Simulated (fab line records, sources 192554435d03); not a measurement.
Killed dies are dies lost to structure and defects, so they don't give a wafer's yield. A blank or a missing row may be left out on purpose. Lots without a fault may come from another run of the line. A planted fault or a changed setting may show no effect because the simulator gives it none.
Split-lot experiment | flow n5_finfet | 7 lots, 21 wafers read, on a route of 1938 steps

THE SPLIT
At N5_BEOL_M15_SPUTTER_43 (material TaN, target thk 15 nm, time 24.19 s), the setting power_w was moved away from the recipe's 15000 W on 9 of the 21 wafers read, by -17.4% to +8.7%. The other wafers ran this setting at the recipe's value.

The reading is taken at the split's own step.

THE READING
TaN_of_BEOL_M15_SPUTTER_43.thk_nm (the simulator's own value, which no gauge read), in nm, at N5_BEOL_M15_SPUTTER_43 (material TaN, target thk 15 nm, time 24.19 s). The file gives no usual value for it. The 12 wafers here that ran the recipe average 14.8 nm, standard deviation 0.27 nm.

wafer  | tool, chamber at the split | power_w as run, W | against the recipe | TaN_of_BEOL_M15_SPUTTER_43.thk_nm, nm | against lot-mates on the recipe
L080.1 | pvd_sputter-02, -          | 15000             | recipe             | 14.6                                  | -
L080.2 | pvd_sputter-02, -          | 15000             | recipe             | 14.6                                  | -
L080.5 | pvd_sputter-02, -          | 15000             | recipe             | 14.8                                  | -
L081.3 | pvd_sputter-01, -          | 15000             | recipe             | 14.6                                  | -
L081.6 | pvd_sputter-01, -          | 15000             | recipe             | 14.6                                  | -
L081.4 | pvd_sputter-01, -          | 12760             | -14.9%             | 12.6                                  | -2.0
L084.1 | pvd_sputter-03, -          | 15000             | recipe             | 14.6                                  | -
L084.4 | pvd_sputter-03, -          | 13370             | -10.9%             | 13.2                                  | -1.6
L084.5 | pvd_sputter-03, -          | 15000             | recipe             | 15                                    | -
L088.1 | pvd_sputter-02, -          | 13120             | -12.5%             | 13.2                                  | -1.8
L088.2 | pvd_sputter-02, -          | 15000             | recipe             | 15                                    | -
L088.3 | pvd_sputter-02, -          | 13120             | -12.5%             | 13                                    | -2.0
L091.1 | pvd_sputter-01, -          | 15000             | recipe             | 14.6                                  | -
L091.5 | pvd_sputter-01, -          | 12390             | -17.4%             | 12                                    | -2.6
L091.6 | pvd_sputter-01, -          | 12390             | -17.4%             | 12                                    | -2.6
L093.1 | pvd_sputter-01, -          | 16300             | +8.7%              | 16.4                                  | +1.2
L093.2 | pvd_sputter-01, -          | 16300             | +8.7%              | 16.2                                  | +1.0
L093.5 | pvd_sputter-01, -          | 15000             | recipe             | 15.2                                  | -
L095.3 | pvd_sputter-01, -          | 15000             | recipe             | 15                                    | -
L095.4 | pvd_sputter-01, -          | 15000             | recipe             | 15.4                                  | -
L095.6 | pvd_sputter-01, -          | 13400             | -10.7%             | 13.4                                  | -1.8

THE FIT
A straight line over all 21 wafers: TaN_of_BEOL_M15_SPUTTER_43.thk_nm changes by +0.155 nm for each +1% of power_w; r = +0.98; the points scatter about the line by 0.24 nm.
The same after taking each lot's own level away (the mean of its wafers on the recipe; 21 wafers): +0.145 nm for each +1%; r = +0.99; scatter 0.14 nm.
On that fit, the largest move of power_w shifts the reading by 2.5 nm.
The lots' own levels span 14.60 to 15.20 nm, that is 2.2 times the standard deviation above.
So the lot-to-lot level changes the slope little: the two slopes agree.
Check: with one of the wafers moved furthest among these (-17.4%) left out of the fit, the line predicts -2.54 nm for it against its lot-mates. It came out at -2.6 nm against them.

OTHER SPLITS ON THESE WAFERS
These wafers also went through other splits before the reading. Each is held against what the fit with the lots' levels taken away leaves over:
other split on the same wafers | wafers away from the commonest value | r with TaN_of_BEOL_M15_SPUTTER_43.thk_nm (lot level and that fit taken away)
N5_BEOL_M12_COAT_58 spin_rpm   | 6                                    | +0.14
N5_BEOL_M12_DESCUM_15 time_s   | 8                                    | -0.16
N5_BEOL_M12_SPUTTER_43 time_s  | 10                                   | +0.16
N5_BEOL_M14_COAT_65 spin_rpm   | 9                                    | +0.12
N5_BEOL_M15_ETCH_61 time_s     | 5                                    | +0.23

THE FILE'S OWN FIT
TaN_of_BEOL_M15_SPUTTER_43.thk_nm changes by +0.147 nm for each +1% of power_w, r = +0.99.
